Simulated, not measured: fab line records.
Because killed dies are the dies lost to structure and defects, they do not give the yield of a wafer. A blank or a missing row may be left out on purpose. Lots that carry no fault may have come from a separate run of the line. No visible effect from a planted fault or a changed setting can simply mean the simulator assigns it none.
The tool behind it: which one?	flow nandHarc	11 lots with 33 wafers sampled at 5 steps, on a route of 1302 steps

== WHAT EACH GAUGE READ, for each wafer ==
NHARC_END_SORT_01. Usual: killedAtArray 54, standard deviation 21; killedAtOther 0.9, standard deviation 1.1; killedAtPeriphery 3.5, standard deviation 2.5; killedDies 58, standard deviation 21; killedOpen 3.3, standard deviation 1.9; killedShort 2.6, standard deviation 1.8.
lot	measured	on	killedAtArray	killedAtOther	killedAtPeriphery	killedDies	killedOpen	killedShort	flag
L170	day 27 16:41	prober-02	358 320 308	1 0 1	2 3 7	361 323 316	2 3 6	3 5 1	OFF
L172	day 27 18:29	prober-01	313 299 291	0 0 1	4 2 3	317 301 295	3 3 2	4 3 3	OFF
L178	day 30 09:28	prober-02	58 55 62	2 2 0	2 3 3	62 60 65	3 3 5	6 3 9	
L177	day 30 09:29	prober-01	58 53 56	2 0 1	5 13 6	65 66 63	1 5 6	1 1 5	
L179	day 30 18:04	prober-01	46 24 54	0 0 1	10 8 3	56 32 58	4 3 2	0 2 2	
L183	day 32 12:28	prober-01	35 32 40	2 1 0	3 2 4	40 35 44	5 2 3	3 2 5	

== EACH LOT AND THE TOOL THAT RAN IT (in order: tool; ch and the chambers of the sampled wafers; start) ==
lot	NHARC_A_CONTACT_ETCH_133	NHARC_A_CONTACT_ETCH_106	NHARC_A_CONTACT_DEP_84	NHARC_A_CONTACT_ETCH_31
L171	harCapEtch-01 ch 0,1, day 24 19:00	rieDiel-06 ch 0,1, day 24 20:22	aclDep-03 ch 0, day 25 01:50	rieDiel-01 ch 0,1,3, day 25 05:20
L170	harCapEtch-03 ch 0,1, day 25 03:01	rieDiel-13 ch 0,1, day 25 04:14	aclDep-01 ch 0, day 25 05:34	rieDiel-01 ch 0,3, day 25 08:25
L172	harCapEtch-01 ch 1, day 25 12:17	rieDiel-01 ch 0,1,2, day 25 13:31	aclDep-02 ch 0, day 25 15:04	rieDiel-01 ch 0,1,3, day 25 18:19
L178	harCapEtch-01 ch 0,1, day 28 01:02	rieDiel-06 ch 0,2, day 28 02:16	aclDep-01 ch 0, day 28 02:55	rieDiel-13 ch 0,1,2, day 28 06:14
L177	harCapEtch-02 ch 0,1, day 28 02:14	rieDiel-06 ch 0,3, day 28 04:02	aclDep-03 ch 0, day 28 06:25	rieDiel-06 ch 0,1,3, day 28 09:47
L179	harCapEtch-03 ch 0,1, day 28 06:09	rieDiel-06 ch 0,2,3, day 28 07:35	aclDep-02 ch 0, day 28 09:04	rieDiel-06 ch 0,2, day 28 12:04
L182	harCapEtch-02 ch 0,1, day 28 23:49	rieDiel-13 ch 1,3, day 29 01:10	aclDep-03 ch 0, day 29 06:26	rieDiel-06 ch 0,3, day 29 09:41
L184	harCapEtch-01 ch 0,1, day 29 21:56	rieDiel-13 ch 0,3, day 29 23:10	aclDep-01 ch 0, day 30 00:25	rieDiel-01 ch 1,3, day 30 03:13
L183	harCapEtch-02 ch 0,1, day 30 01:42	rieDiel-06 ch 0,2,3, day 30 02:56	aclDep-02 ch 0, day 30 03:52	rieDiel-01 ch 0,1,2, day 30 07:08
L185	harCapEtch-02 ch 0,1, day 31 08:26	rieDiel-06 ch 0,1,3, day 31 09:36	aclDep-01 ch 0, day 31 10:50	rieDiel-06 ch 0,1,2, day 31 13:41
L186	harCapEtch-01 ch 0,1, day 31 09:34	rieDiel-06 ch 0,1,2, day 31 10:56	aclDep-01 ch 0, day 31 12:00	rieDiel-06 ch 2,3, day 31 15:15
- NHARC_A_CONTACT_ETCH_133: etches the open film in C4F8/O2/Ar, time 374 s, target depth 1610 nm.
- NHARC_A_CONTACT_ETCH_106: etches the open film in CF4/O2, target depth 90 nm, overetch 9 nm, time 49.5 s.
- NHARC_A_CONTACT_DEP_84: deposits aC, target thk 2800 nm.
- NHARC_A_CONTACT_ETCH_31: etches the open film in O2/COS, target depth 2800 nm, time 728 s.

== WHAT THE TOOLS THEMSELVES READ (means of the sampled wafers that have a number; where no wafer has one, the mark that the record gives instead) ==
NHARC_A_CONTACT_ETCH_133. Usual: runLengthS reads 405.5 s (standard deviation 0.43).
lot	tool	runLengthS (s)	flag
L171	harCapEtch-01	405.8	
L170	harCapEtch-03	405.2	
L172	harCapEtch-01	405.7	
L178	harCapEtch-01	406.0	
L177	harCapEtch-02	405.4	
L179	harCapEtch-03	405.5	
L182	harCapEtch-02	405.5	
L184	harCapEtch-01	405.7	
L183	harCapEtch-02	405.4	
L185	harCapEtch-02	405.3	
L186	harCapEtch-01	405.6	

NHARC_A_CONTACT_ETCH_106. Usual: biasW 99.98 W, standard deviation 0.28; drypumpMotorCurrentA 5.7 A, standard deviation 0.43; o2FlowSccm 20.00 sccm, standard deviation 0.058; oesProductAu 0.994 a.u., standard deviation 0.012; rfVppV 197.3 V, standard deviation 1.2; runLengthS 71.0 s, standard deviation 0.39; showerheadPlenumPTorr 1.31 Torr, standard deviation 0.046; throttleValvePct 13.397 %, standard deviation 0.01.
lot	tool	biasW (W)	drypumpMotorCurrentA (A)	o2FlowSccm (sccm)	oesProductAu (a.u.)	rfVppV (V)	runLengthS (s)	showerheadPlenumPTorr (Torr)	throttleValvePct (%)	flag
L171	rieDiel-06	100.14	5.7	20.00	0.982	196.5	71.2	1.28	13.395	
L170	rieDiel-13	99.78	5.7	20.07	0.984	198.5	71.1	1.37	13.405	
L172	rieDiel-01	100.00	5.8	20.03	1.009	197.4	70.8	1.34	13.407	
L178	rieDiel-06	100.08	5.9	20.03	0.980	195.9	71.2	1.28	13.402	
L177	rieDiel-06	99.58	6.1	20.03	0.994	196.1	71.0	1.28	13.388	
L179	rieDiel-06	99.94	5.9	20.00	0.988	196.0	71.0	1.29	13.394	
L182	rieDiel-13	99.67	5.2	19.98	0.991	196.7	71.1	1.29	13.411	
L184	rieDiel-13	100.25	5.6	19.96	0.991	197.5	70.3	1.31	13.394	
L183	rieDiel-06	100.02	5.9	20.01	0.986	197.9	70.9	1.29	13.394	
L185	rieDiel-06	100.02	5.6	20.06	0.994	196.7	71.1	1.29	13.401	
L186	rieDiel-06	99.98	5.6	20.02	0.996	196.6	70.9	1.28	13.394	

NHARC_A_CONTACT_DEP_84. Usual: throttleValvePct reads 35.000 % (standard deviation 0.0082).
lot	tool	throttleValvePct (%)	flag
L171	aclDep-03	35.001	
L170	aclDep-01	34.997	
L172	aclDep-02	35.002	
L178	aclDep-01	34.992	
L177	aclDep-03	34.997	
L179	aclDep-02	35.003	
L182	aclDep-03	35.003	
L184	aclDep-01	34.999	
L183	aclDep-02	35.003	
L185	aclDep-01	34.998	
L186	aclDep-01	34.997	

NHARC_A_CONTACT_ETCH_31. Usual: biasW 300.0 W, standard deviation 0.89; cosFlowSccm 20.01 sccm, standard deviation 0.056; drypumpMotorCurrentA 5.8 A, standard deviation 0.43; o2FlowSccm 400.1 sccm, standard deviation 1.2; oesProductAu 0.995 a.u., standard deviation 0.014; rfVppV 313.0 V, standard deviation 1.7; runLengthS 749.5 s, standard deviation 0.35; showerheadPlenumPTorr 3.04 Torr, standard deviation 0.089; throttleValvePct 28.330 %, standard deviation 0.0088.
lot	tool	biasW (W)	cosFlowSccm (sccm)	drypumpMotorCurrentA (A)	o2FlowSccm (sccm)	oesProductAu (a.u.)	rfVppV (V)	runLengthS (s)	showerheadPlenumPTorr (Torr)	throttleValvePct (%)	flag
L171	rieDiel-01	300.8	19.95	5.9	399.5	1.004	313.3	749.6	3.08	28.342	
L170	rieDiel-01	-	20.03	6.0	398.0	0.993	313.8	584.5	3.06	28.322	OFF
L172	rieDiel-01	-	20.04	6.0	400.6	1.007	313.4	584.4	3.08	28.338	OFF
L178	rieDiel-13	300.6	20.00	5.9	401.1	0.995	315.8	749.5	3.21	28.328	
L177	rieDiel-06	299.8	19.98	5.6	399.8	0.995	312.5	749.3	3.02	28.326	
L179	rieDiel-06	299.9	20.03	5.9	399.1	0.968	312.7	749.6	2.98	28.331	
L182	rieDiel-06	299.3	20.00	6.0	401.6	0.994	313.6	749.4	3.04	28.321	
L184	rieDiel-01	300.4	20.01	5.9	401.9	1.009	313.0	749.6	3.08	28.331	
L183	rieDiel-01	299.9	20.02	5.8	399.4	0.995	314.6	749.5	3.10	28.335	
L185	rieDiel-06	300.5	20.00	5.7	399.5	0.999	311.8	749.6	2.99	28.329	
L186	rieDiel-06	299.8	20.00	5.9	400.1	0.998	312.5	749.3	3.04	28.330	

== THE ANSWER, worked out from the rows above alone ==
Rule: a lot is off if the mean of its wafers that have a number lies more than 3 standard deviations from the usual mean. Also off: a lot with no number at a reading for which 4 or more lots have one. Where the step has rows for the other lots, those lots are counted as sound. The gauges are gone through in route order, then the tools' own readings, and for those a lot's mean is taken as printed above. At the first step where some lot is off, the reading lying furthest off is the one used; lots without a number count as furthest.
Off, at NHARC_END_SORT_01 on killedDies: L170, L172. Neither off nor sound, because the step has no rows for them: L171, L182, L184, L185, L186.
If a tool, at a process step before that reading, ran all the lots that are off and no sound lot after the first of them, it fits. The gauges at NHARC_END_SORT_01 aren't tried: what is off there is off at NHARC_A_CONTACT_ETCH_31 too, on other tools, and a gauge's error can't cause that. None of those tried fits.

== WHAT THE SIMULATOR PUT IN ==
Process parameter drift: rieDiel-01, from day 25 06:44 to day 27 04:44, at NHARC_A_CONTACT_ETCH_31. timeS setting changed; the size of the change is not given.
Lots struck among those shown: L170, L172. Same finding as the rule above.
